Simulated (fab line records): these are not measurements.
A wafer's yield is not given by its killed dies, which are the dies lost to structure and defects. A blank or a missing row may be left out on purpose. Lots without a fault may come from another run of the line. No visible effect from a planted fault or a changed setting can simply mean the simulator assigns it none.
The tool behind it: which one? ; flow nandHarc ; 10 lots, 28 wafers sampled, at 1 step of a route of 1159

WHAT THE GAUGES SHOWED, per wafer
NHARC_P_M2_THK_MEAS_24: measures by xrf.
lot;measured;on;thkNm (nm)
L460;day 6 02:07;filmMetro-02;144.6 144.2 146.9
L461;day 6 15:44;filmMetro-02;144.8 143.0 143.5
L462;day 6 16:19;filmMetro-01;142.1 144.5 142.1
L465;day 7 03:59;filmMetro-01;144.6 144.1 146.3
L467;day 7 22:36;filmMetro-01;141.7
L477;day 10 12:27;filmMetro-01;145.9 145.1 144.2
L481;day 11 15:16;filmMetro-01;143.4 143.0 142.7
L480;day 11 16:21;filmMetro-02;144.3 145.2 145.6
L483;day 11 18:25;filmMetro-02;143.1 143.1 142.0
L482;day 11 19:02;filmMetro-01;145.1 143.2 146.8

EACH LOT AND THE TOOL THAT RAN IT (in order: tool; ch and the chambers of the sampled wafers; start)
The record holds no process step before these readings.

AS READ BY THE TOOLS THEMSELVES (means over the sampled wafers that have a number; for cases with no such wafer, the mark the record gives instead)
The record holds no such reading with a usual standard deviation.

THE ANSWER, worked out from the rows above alone
Rule: what is usual is taken from the lots themselves. Put in order of their means at a reading, lots are off if they are a third of the lots or fewer, leave a main group of 4 or more, and stand apart from it by a gap of 3 or more times the standard deviation of the main group's means; of several such gaps the widest counts. If all means in a main group match to the digits the tables above print for the reading, that group is not used. Also off: a lot with no number at a reading for which 4 or more lots have one. Any other lot the step has rows for is counted as sound. First the gauges in route order, then the tools' own readings, where a lot's mean is used as printed above. At the first step where some lot is off, the reading lying furthest off is the one used; lots without a number count as furthest.
Across all readings shown, no lot is off: no conclusion can be drawn from this.

WHAT HAD BEEN PUT IN BY THE SIMULATOR
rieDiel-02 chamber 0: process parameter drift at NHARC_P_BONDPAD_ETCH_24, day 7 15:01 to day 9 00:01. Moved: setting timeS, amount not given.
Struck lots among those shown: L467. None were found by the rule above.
